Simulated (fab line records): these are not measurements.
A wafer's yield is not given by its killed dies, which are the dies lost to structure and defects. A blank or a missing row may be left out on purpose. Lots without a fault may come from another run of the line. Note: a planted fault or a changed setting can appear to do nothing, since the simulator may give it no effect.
fab line records | flow n5Finfet
record: lots: 4 | wafers: 12 | lastDay: 23
route steps=1938 shown SD_EPI_N@276 SD_EPI_P@295 SD_ACTIVATION@332 MOL_CONTACT_COAG@537 BEOL_M4@1111
lots with no fault: from the same line, run without faults
startH: hours from the record's first day to the start of the lot's first wafer shown | waitH: how many hours have passed since the lot's step before this one | " unchanged from the row above | L1.1+2: several wafers, shown together as one row | - either no value or no given start | * or withheld: withheld | < > ~ a bound
route shown NAME@n: a module of which the file shows steps, and the number in the route of the first | usual: mean/standard deviation of fault-free wafers | same: alike in all rows | chamber/n: place in a boat | sites: readings site by site | _std_site: the values' standard deviation | _edge_site: the outer-site mean with the inner-site mean subtracted | radiusMm: how far each site lies from the wafer's centre | mask NAME#n: copy n | behind: the tool/chamber that last shaped the wafer | hold: reason for holding the lot/hours on hold/outcome of the hold | device: transistor that didn't switch, given as n, p or np | end of line: tests of these same wafers at the route's end | step lacking rows: just its recipe | killed: dies lost to structure and defects at the first sort, not the wafer's yield | map: shows each die of a wafer: x if killed, . if not, _ if none is there
set.NAME: the setting as run; set.NAME@STEP: as run at that earlier step | model.NAME: the simulator's own value behind a step, which no gauge read
certain route steps with their lots: each step a table, each wafer a row
services: a tool's chamber out of use, with start hour (startH, from the record's first day; less than 0 if before it), hours out, and reason
== steps ==
step: N5_SD_EPI_N_STRIP_36
recipe: chemistry: N2/H2 | tempC: 40 | n2FlowSccm: 200 | h2FlowSccm: 200 | rfFrequencyHz: 6e+07
step: N5_SD_EPI_N_ETCHBACK_44
recipe: chemistry: CH3F/O2 | mode: anisotropicEtchback | target: SiNx | targetDepthA: 145 | stopOn: SiO2 | overEtchFrac: 0.3 | ionEnergyEv: 120 | pressureMtorr: 30 | sourceW: 395 | biasW: 73 | Ar_flow_sccm: 150 | CH3F_flow_sccm: 30 | O2_flow_sccm: 20
step: N5_SD_EPI_N_ETCH_45
recipe: chemistry: CH3F/O2 | target: SiOCN | targetDepthA: 60 | maskMaterial: SOC | ionEnergyEv: 60 | biasW: 29 | pressureMtorr: 15 | sourceW: 410 | Ar_flow_sccm: 150 | CH3F_flow_sccm: 30 | O2_flow_sccm: 20
step: N5_SD_EPI_N_ETCH_16
recipe: chemistry: CHF3/O2 | target: SiO2 | targetDepthA: 50 | maskMaterial: SOC | pressureMtorr: 30 | sourceW: 650 | biasW: 170 | Ar_flow_sccm: 200 | CHF3_flow_sccm: 50 | O2_flow_sccm: 5 | ionEnergyEv: 200
step: N5_SD_EPI_N_STRIP_47
recipe: chemistry: CHF3/O2 | resist: SiARC | rfFrequencyHz: 6e+07
step: N5_SD_EPI_N_SD_RECESS_17
recipe: chemistry: HBr/Cl2/O2 | targetDepthA: 410 | maskMaterial: SOC | timeS: 23.7 | btTimeS: 3 | pressureMtorr: 10 | icpW: 800 | biasW: 112 | HBr_flow_sccm: 150 | Cl2_flow_sccm: 80 | O2_flow_sccm: 12
step: N5_SD_EPI_N_STRIP_38
recipe: chemistry: N2/H2 | powerW: 1000 | tempC: 250 | h2Frac: 0.65 | overashFraction: 0.3 | pressureMtorr: withheld | n2FlowSccm: 1750 | h2FlowSccm: 3250
step: N5_SD_EPI_N_WET_ETCH_43
recipe: chemistry: dHF | dilution: withheld | timeS: 14 | target: SiO2 | targetDepthA: 15 | tempC: 25
step: N5_SD_EPI_N_STRIP_18
recipe: chemistry: SPM | timeS: 750 | tempC: 130 | h2so4H2o2VolRatio: 4
step: N5_SD_EPI_N_SRD_20
recipe: dry: ipaMarangoni | doPpb: 5 | timeS: 30 | tempC: 23 | rinseLiquid: diw
step: N5_SD_EPI_N_PRECLEAN_48
recipe: chemistry: NF3:NH3 | afsCycles: 2 | tempC: 30 | timeS: 20 | sublimationTempC: 180 | sublimationTimeS: 60 | pressureTorr: 3 | rfPowerW: 30
step: N5_SD_EPI_N_VAPOR_ETCH_50
recipe: chemistry: HCl | target: Si | tempC: 775 | timeS: 54 | pressureTorr: 20 | mode: isotropic
step: N5_SD_EPI_N_EPI_21
recipe: material: Si:P | dopant: P | tempC: 680 | pressureTorr: 255 | timeS: 690
usual: susceptorTempC: 679.99/0.27
lot.wafer | tool        | chamber | startH | waitH | susceptorTempC | model.Si-P_of_SD_EPI_N_EPI_21.thkNm
L609.2    | epiRpcvd-03 | 0       | 59.53  | 0.4   | 679.94         | 59.6
L609.3    | "           | 0       | "      | "     | 680.11         | 59.4
L609.5    | "           | 0       | "      | "     | 680.07         | 58.8
L613.4    | epiRpcvd-03 | 0       | 81.56  | 0.9   | 680.27         | 66.8
L613.5    | "           | 0       | "      | "     | 680.20         | 65.8
L613.6    | "           | 0       | "      | "     | 680.13         | 66.2
L614.2    | epiRpcvd-03 | 0       | 86.11  | 0.4   | 680.01         | 66.8
L614.3    | "           | 0       | "      | "     | 680.02         | 67
L614.4    | "           | 0       | "      | "     | 680.78         | 67
L627.1    | epiRpcvd-02 | 0       | 166.35 | 0.1   | 680.46         | 59.8
L627.2    | "           | 0       | "      | "     | 680.25         | 58.8
L627.5    | "           | 0       | "      | "     | 679.68         | 60
step: N5_SD_EPI_N_EPI_MEAS_23
recipe: mode: xrd
usual: thkNm: 59.3/1.2
lot.wafer | tool         | chamber | startH | waitH | thkNm
L609.2    | filmMetro-01 | -       | 60.97  | 1.2   | 59.7
L609.3    | "            | -       | "      | "     | 59.4
L609.5    | "            | -       | "      | "     | 57.7
L613.4    | filmMetro-01 | -       | 82.44  | 0.6   | 67.0
L613.5    | "            | -       | "      | "     | 64.2
L613.6    | "            | -       | "      | "     | 66.4
L614.2    | filmMetro-02 | -       | 87.55  | 1.2   | 68.0
L614.3    | "            | -       | "      | "     | 66.8
L614.4    | "            | -       | "      | "     | 66.5
L627.1    | filmMetro-01 | -       | 168.08 | 1.5   | 59.8
L627.2    | "            | -       | "      | "     | 58.1
L627.5    | "            | -       | "      | "     | 59.3
step: N5_SD_EPI_N_PRECLEAN_24
recipe: chemistry: O3/DIW | timeS: 60 | tempC: 22 | o3Ppm: 10
step: N5_SD_EPI_N_SRD_25
recipe: timeS: 30 | tempC: 23 | rinseLiquid: diw | dry: ipaMarangoni
step: N5_SD_EPI_N_PRECLEAN_49
recipe: chemistry: NF3:NH3 | afsCycles: 1 | tempC: 30 | timeS: 20 | sublimationTempC: 180 | sublimationTimeS: 60 | pressureTorr: 3 | rfPowerW: 30
step: N5_SD_EPI_N_LINER_46
recipe: material: SiNx | targetThkA: 30 | tempC: 400 | aldPrecursorFamily: SiH2I2 | aldCoReactant: N2/H2-plasma | pressureTorr: 2
step: N5_SD_EPI_P_COAT_34
recipe: resist: SOC | tempC: 250 | timeS: 60 | spinRpm: 1500 | resistThkNm: 350
step: N5_SD_EPI_P_COAT_35
recipe: resist: SiARC | tempC: 220 | timeS: 60 | spinRpm: 1500 | resistThkNm: 35
step: N5_SD_EPI_P_COAT_03
recipe: resist: CAR-ArF-block | spinRpm: 1500 | resistThkNm: 150
step: N5_SD_EPI_P_EBR_05
recipe: solvent: PGMEA | ebrWidthMm: 1.5
step: N5_SD_EPI_P_SOFTBAKE_04
recipe: tempC: 110 | timeS: 60 | resist: CAR-ArF-block
step: N5_SD_EPI_P_EXPOSE_06
recipe: maskId: SD_P_BLK | na: 1.35 | sourceShape: conventional | sigmaOuter: 0.8 | polarization: unpolarized | targetCdNm: 240 | doseMj: 39.5
step: N5_SD_EPI_P_PEB_07
recipe: pebTempC: 110 | pebTimeS: 60 | resist: CAR-ArF-block
step: N5_SD_EPI_P_DEVELOP_08
recipe: developTimeS: 30 | developer: TMAH | resist: CAR-ArF-block | devTempC: 23 | rinseLiquid: diw | dry: airSpin
step: N5_SD_EPI_P_DESCUM_14
recipe: chemistry: O2 | timeS: 7.9 | sourcePowerW: 50 | biasPowerW: 20 | pressureMtorr: 20 | rfFrequencyHz: 2.712e+07 | tempC: 40 | resist: CAR-ArF-block | o2FlowSccm: 225
step: N5_SD_EPI_P_ETCH_36
recipe: chemistry: CF4 | target: SiARC | targetDepthA: 455 | maskMaterial: CAR-ArF-block | timeS: 75.8 | ionEnergyEv: 80 | pressureMtorr: 40 | sourceW: 545 | biasW: 36 | Ar_flow_sccm: 100 | cf4FlowSccm: 100 | ends: cleared
step: N5_SD_EPI_P_ETCH_37
recipe: chemistry: N2/H2 | target: SOC | overetchA: 1080 | maskMaterial: SiARC | tempC: 40 | ionEnergyEv: 100 | sourceW: 3000 | biasW: 133 | pressureMtorr: 20 | timeS: 486 | n2FlowSccm: 200 | h2FlowSccm: 200 | ends: endPoint
step: N5_SD_EPI_P_STRIP_38
recipe: chemistry: N2/H2 | tempC: 40 | n2FlowSccm: 200 | h2FlowSccm: 200 | rfFrequencyHz: 6e+07
step: N5_SD_EPI_P_ETCHBACK_46
recipe: chemistry: CH3F/O2 | mode: anisotropicEtchback | target: SiNx | targetDepthA: 175 | stopOn: SiO2 | overEtchFrac: 0.3 | ionEnergyEv: 120 | pressureMtorr: 30 | sourceW: 395 | biasW: 73 | Ar_flow_sccm: 150 | CH3F_flow_sccm: 30 | O2_flow_sccm: 20
step: N5_SD_EPI_P_ETCH_47
recipe: chemistry: CH3F/O2 | target: SiOCN | targetDepthA: 250 | maskMaterial: SOC | ionEnergyEv: 60 | biasW: 29 | pressureMtorr: 30 | sourceW: 410 | Ar_flow_sccm: 150 | CH3F_flow_sccm: 30 | O2_flow_sccm: 20
step: N5_SD_EPI_P_ETCH_16
recipe: chemistry: CHF3/O2 | target: SiO2 | targetDepthA: 50 | maskMaterial: SOC | pressureMtorr: 30 | sourceW: 650 | biasW: 170 | Ar_flow_sccm: 200 | CHF3_flow_sccm: 50 | O2_flow_sccm: 5 | ionEnergyEv: 200
step: N5_SD_EPI_P_STRIP_50
recipe: chemistry: CHF3/O2 | resist: SiARC | rfFrequencyHz: 6e+07
step: N5_SD_EPI_P_SD_RECESS_17
recipe: chemistry: HBr/Cl2/O2 | targetDepthA: 391 | btTimeS: 3 | pressureMtorr: 10 | icpW: 800 | biasW: 112 | HBr_flow_sccm: 150 | Cl2_flow_sccm: 80 | O2_flow_sccm: 12
step: N5_SD_EPI_P_WET_ETCH_45
recipe: chemistry: dHF | dilution: withheld | timeS: 10.7 | target: SiO2 | targetDepthA: 20 | tempC: 25 | dry: ipaMarangoni | rinseTimeS: 30 | rinseTempC: 23
step: N5_SD_EPI_P_STRIP_40
recipe: chemistry: N2/H2 | powerW: 1000 | tempC: 250 | h2Frac: 0.65 | overashFraction: 0.3 | pressureMtorr: withheld | n2FlowSccm: 1750 | h2FlowSccm: 3250
step: N5_SD_EPI_P_PRECLEAN_52
recipe: chemistry: O3/DIW | timeS: 60 | tempC: 22 | o3Ppm: 10
step: N5_SD_ACTIVATION_RS_MEAS_03
recipe: thkMeasGauge: four-point-probe
usual: RS_SD_N: 21.81/0.3 | RS_SD_P: 56.2/0.84
lot.wafer | tool         | chamber | startH | waitH | RS_SD_N[ohm/sq] | RS_SD_P[ohm/sq]
L609.2    | filmMetro-01 | -       | 66.71  | 0.2   | 21.42           | 57.1
L609.3    | "            | -       | "      | "     | 21.92           | 57.8
L609.5    | "            | -       | "      | "     | 21.84           | 57.8
L613.4    | filmMetro-01 | -       | 87.74  | 0.1   | 19.28           | 56.9
L613.5    | "            | -       | "      | "     | 19.63           | 56.1
L613.6    | "            | -       | "      | "     | 19.66           | 56.8
L614.2    | filmMetro-01 | -       | 93.10  | 0.2   | 19.42           | 58.6
L614.3    | "            | -       | "      | "     | 19.30           | 58.4
L614.4    | "            | -       | "      | "     | 19.14           | 57.6
L627.1    | filmMetro-01 | -       | 173.29 | 0.2   | 21.73           | 56.1
L627.2    | "            | -       | "      | "     | 22.07           | 56.4
L627.5    | "            | -       | "      | "     | 21.53           | 57.0
step: N5_MOL_CONTACT_COAG_ETCH_15
recipe: chemistry: CH3F/O2 | target: SiNx | targetDepthA: 70 | maskMaterial: SOC | stopOn: Si:P | overEtchFrac: 0.75 | ionEnergyEv: 120 | pressureMtorr: 30 | sourceW: 395 | biasW: 73 | Ar_flow_sccm: 150 | CH3F_flow_sccm: 30 | O2_flow_sccm: 20
usual: drypumpMotorCurrentA: 5.8/0.43 | mfcArSccm: 150.0/0.4 | oesProductAu: 0.57/0.059 | rfVppV: 300/7.3 | showerheadPlenumPTorr: 2.01/0.078 | throttleValvePct: 16.38/0.24
lot.wafer | tool       | chamber | startH | waitH | drypumpMotorCurrentA | mfcArSccm | oesProductAu | rfHoursCounterH | rfVppV | showerheadPlenumPTorr | throttleValvePct | model.Si-P_of_SD_EPI_N_EPI_21.thkNm
L609.2    | rieDiel-06 | 3       | 95.24  | 0.0   | 6.0                  | 149.3     | 0.59         | 100             | 291    | 1.87                  | 16.43            | 58.8
L609.3    | "          | 1       | "      | "     | 6.1                  | 149.9     | 0.52         | 225             | 297    | 1.97                  | 16.66            | 58.4
L609.5    | "          | 2       | "      | "     | 5.1                  | 150.4     | 0.57         | -               | 302    | 2.00                  | 16.59            | 58
L613.4    | rieDiel-06 | 1       | 118.37 | 0.0   | 6.1                  | 149.9     | 0.51         | 232             | 298    | 1.97                  | 16.65            | 66
L613.5    | "          | 1       | "      | "     | 6.1                  | 149.8     | 0.51         | -               | 299    | 1.97                  | 16.68            | 64.8
L613.6    | "          | 0       | "      | "     | 5.0                  | 150.5     | 0.52         | -               | 294    | 2.06                  | 16.48            | 65.2
L614.2    | rieDiel-06 | 2       | 123.38 | 0.0   | 5.2                  | 149.9     | 0.56         | 151             | 303    | 2.00                  | 16.61            | 65.8
L614.3    | "          | 3       | "      | "     | 5.9                  | 150.0     | 0.59         | 110             | 292    | 1.87                  | 16.45            | 66.2
L614.4    | "          | 0       | "      | "     | 5.0                  | 150.4     | 0.51         | 243             | 294    | 2.06                  | 16.49            | 66.2
L627.1    | rieDiel-03 | 2       | 204.77 | 0.0   | 5.9                  | 150.2     | 0.53         | 198             | 290    | 1.91                  | 16.29            | 59
L627.2    | "          | 0       | "      | "     | 6.1                  | 150.2     | 0.55         | 156             | 308    | 1.98                  | 16.50            | 58
L627.5    | "          | 2       | "      | "     | 5.9                  | 150.2     | 0.53         | -               | 291    | 1.91                  | 16.28            | 59.2
step: N5_BEOL_M4_RC_MEAS_101
usual: DIBL_N: 35.8/1.6 | DIBL_P: 35.6/2 | IOFF_N: 0.15/0.031 | IOFF_P: 0.20/0.033 | ION_N: 668/12 | ION_P: 459/6.8 | RS_SD_N: 28.3/0.36 | SS_N: 71.4/0.53 | SS_P: 73.1/0.63 | VT_N: 250/3.5 | VT_P: -251/3
lot.wafer | tool      | chamber | startH | waitH | DIBL_N[mV/V] | DIBL_P[mV/V] | IOFF_N[nA/um] | IOFF_P[nA/um] | ION_N[uA/um] | ION_P[uA/um] | RS_SD_N[ohm/sq] | SS_N[mV/dec] | SS_P[mV/dec] | VT_N[mV] | VT_P[mV]
L609.2    | prober-01 | 0       | 306.43 | 0.2   | 34.4         | 34.5         | 0.12          | 0.18          | 663          | 460          | 28.2            | 71.0         | 72.2         | 255      | -254
L609.3    | "         | 0       | "      | "     | 36.9         | 37.0         | 0.16          | 0.22          | 671          | 458          | 28.2            | 71.9         | 73.8         | 250      | -249
L609.5    | "         | 0       | "      | "     | 33.3         | 33.0         | 0.11          | 0.17          | 640          | 442          | 28.5            | 70.9         | 72.3         | 257      | -254
L613.4    | prober-01 | 0       | 353.53 | 0.5   | 34.9         | 33.2         | 0.13          | 0.19          | 663          | 462          | 24.9            | 71.1         | 71.7         | 251      | -249
L613.5    | "         | 0       | "      | "     | 36.4         | 35.1         | 0.16          | 0.23          | 687          | 470          | 25.4            | 71.9         | 73.1         | 249      | -247
L613.6    | "         | 0       | "      | "     | 35.8         | 34.8         | 0.15          | 0.22          | 677          | 464          | 25.3            | 71.5         | 72.1         | 250      | -247
L614.2    | prober-02 | 0       | 360.63 | 0.2   | 36.1         | 31.5         | 0.13          | 0.17          | 658          | 452          | 25.1            | 71.5         | 73.6         | 252      | -251
L614.3    | "         | 0       | "      | "     | 39.3         | 35.5         | 0.19          | 0.23          | 683          | 458          | 24.8            | 72.2         | 73.8         | 248      | -246
L614.4    | "         | 0       | "      | "     | 38.8         | 35.4         | 0.17          | 0.22          | 666          | 454          | 24.8            | 71.9         | 74.1         | 249      | -249
L627.1    | prober-01 | 0       | 434.40 | 0.0   | 32.8         | 32.6         | 0.11          | 0.16          | 660          | 455          | 28.0            | 70.4         | 72.5         | 254      | -252
L627.2    | "         | 0       | "      | "     | 35.2         | 35.3         | 0.14          | 0.20          | 668          | 455          | 28.8            | 71.3         | 72.8         | 252      | -250
L627.5    | "         | 0       | "      | "     | 39.1         | 39.7         | 0.24          | 0.28          | 699          | 470          | 27.8            | 71.3         | 73.7         | 243      | -247
== services ==
tool        | chamber | startH | hours | kind
rieDiel-03  | 0       | 51.68  | 3.3   | repair
rieDiel-06  | 2       | 75.00  | 5.8   | repair
rieDiel-06  | 2       | 137.78 | 10.1  | repair
rieDiel-06  | 0       | 148.07 | -     | clean
rieDiel-06  | 0       | 148.07 | -     | consumableReplace:focusRing
rieDiel-06  | 0       | 148.07 | 25.2  | scheduledDown
rieDiel-06  | 0       | 148.07 | 25.2  | ventCycle
epiRpcvd-02 | -       | 163.97 | 0.8   | pm
rieDiel-06  | 1       | 178.68 | 8.3   | repair
rieDiel-06  | 1       | 187.14 | -     | clean
rieDiel-06  | 1       | 187.14 | -     | consumableReplace:focusRing
rieDiel-06  | 1       | 187.14 | 11.7  | scheduledDown
rieDiel-06  | 1       | 187.14 | 11.7  | ventCycle
rieDiel-06  | 0       | 190.59 | 13.1  | repair
== key ==
firstSign: step: N5_SD_EPI_N_EPI_MEAS_23 | reading: thkNm | direction: up | sigmas: 6 | usual: * | struck: *
effect: step: N5_SD_ACTIVATION_RS_MEAS_03 | reading: RS_SD_N | direction: down | sigmas: 8.1 | usual: 21.81 | struck: 19.40
effect: step: N5_BEOL_M4_RC_MEAS_101 | reading: RS_SD_N | direction: down | sigmas: 9 | usual: 28.3 | struck: 25.0
modelEffect: step: N5_SD_EPI_N_EPI_21 | value: Si-P_of_SD_EPI_N_EPI_21.thkNm | without: 59.8 | struck: 66.6
modelEffect: step: N5_MOL_CONTACT_COAG_ETCH_15 | value: Si-P_of_SD_EPI_N_EPI_21.thkNm | without: 59.13 | struck: 65.87
metAt N5_SD_EPI_N_EPI_21
struckWafers L613.4,L613.5,L613.6,L614.2,L614.3,L614.4
onsetBetween 59.53 81.56
fault: kind: processParameterDrift | tool: epiRpcvd-03 | chamber: - | onsetH: 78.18 | steps: N5_SD_EPI_N_EPI_21 | channel: timeS | offset: * | shape: step | endH: 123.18 | actsIn: * | stated: *
